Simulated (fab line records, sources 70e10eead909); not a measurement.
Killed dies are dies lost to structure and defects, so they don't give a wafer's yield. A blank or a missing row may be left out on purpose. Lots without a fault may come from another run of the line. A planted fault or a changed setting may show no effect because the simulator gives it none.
Chamber matching | flow nand_harc | NHARC_P_GATE_STRIP_101 on rie_diel-04: 4 sister chambers
The step strips in O2, time 20 s. 16 wafers are shown with their chamber, then 8 later ones without.

WAFERS WITH THEIR CHAMBER
wafer  | chamber | drypump_motor_current_A (A) | oes_product_au (a.u.) | throttle_valve_pct (%)
L078.1 | 3       | 5.3                         | 1.008                 | 17.039
L078.2 | 2       | 6.5                         | 1.002                 | 17.043
L078.3 | 1       | 5.7                         | 1.005                 | 17.033
L078.4 | 0       | 5.7                         | 1.013                 | 17.044
L078.5 | 2       | 6.5                         | 0.989                 | 17.053
L078.6 | 1       | 5.7                         | 1.003                 | 17.043
L079.1 | 3       | 5.3                         | 1.002                 | 17.019
L079.2 | 1       | 5.7                         | 0.998                 | 17.030
L079.3 | 0       | 5.8                         | 0.999                 | 17.034
L079.4 | 2       | 6.6                         | 1.004                 | 17.041
L079.5 | 2       | 6.6                         | 0.990                 | 17.032
L079.6 | 3       | 5.3                         | 1.009                 | 17.047
L081.1 | 3       | 5.3                         | 1.006                 | 17.040
L081.2 | 2       | 6.6                         | 1.003                 | 17.027
L081.3 | 0       | 5.7                         | 1.006                 | 17.017
L081.4 | 1       | 5.6                         | 0.998                 | 17.015

SIGNATURES (means of the wafers above)
reading                 | chamber 0 | chamber 1 | chamber 2 | chamber 3 | scatter within a chamber
drypump_motor_current_A | 5.733     | 5.675     | 6.560     | 5.300     | 0.0467
oes_product_au          | 1.00600   | 1.00100   | 0.99760   | 1.00625   | 0.00567
throttle_valve_pct      | 17.03167  | 17.03025  | 17.03920  | 17.03625  | 0.0116
Rule: a wafer's distance from a chamber is the root of the sum, over the readings, of the square of ((its reading less the chamber's mean) divided by the reading's scatter). The wafer belongs to the nearest chamber; if the next one is less than 2 further off, it can't be placed. The scatter: the root of (the sum of the squares of (reading less its chamber's mean) over the shown wafers, divided by (wafers less chambers)).

WAFERS WITHOUT THEIR CHAMBER
wafer  | drypump_motor_current_A (A) | oes_product_au (a.u.) | throttle_valve_pct (%)
L081.5 | 5.6                         | 0.996                 | 17.054
L081.6 | 6.6                         | 0.996                 | 17.018
L082.1 | 6.6                         | 0.985                 | 17.035
L082.2 | 5.7                         | 1.007                 | 17.038
L082.3 | 5.8                         | 1.000                 | 17.044
L082.4 | 5.3                         | 0.992                 | 17.036
L082.5 | 5.7                         | 0.993                 | 17.050
L082.6 | 5.8                         | 1.014                 | 17.039

WHICH CHAMBER EACH WENT THROUGH
wafer  | from the rows above     | in truth
L081.5 | can't be placed: 1 or 0 | 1
L081.6 | 2                       | 2
L082.1 | 2                       | 2
L082.2 | can't be placed: 0 or 1 | 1
L082.3 | can't be placed: 0 or 1 | 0
L082.4 | 3                       | 3
L082.5 | can't be placed: 1 or 0 | 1
L082.6 | can't be placed: 0 or 1 | 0
Placed correctly: 3 of 8. Can't be placed from these rows: 5 (the true chamber is among the candidates in 5). Placed wrongly: 0.
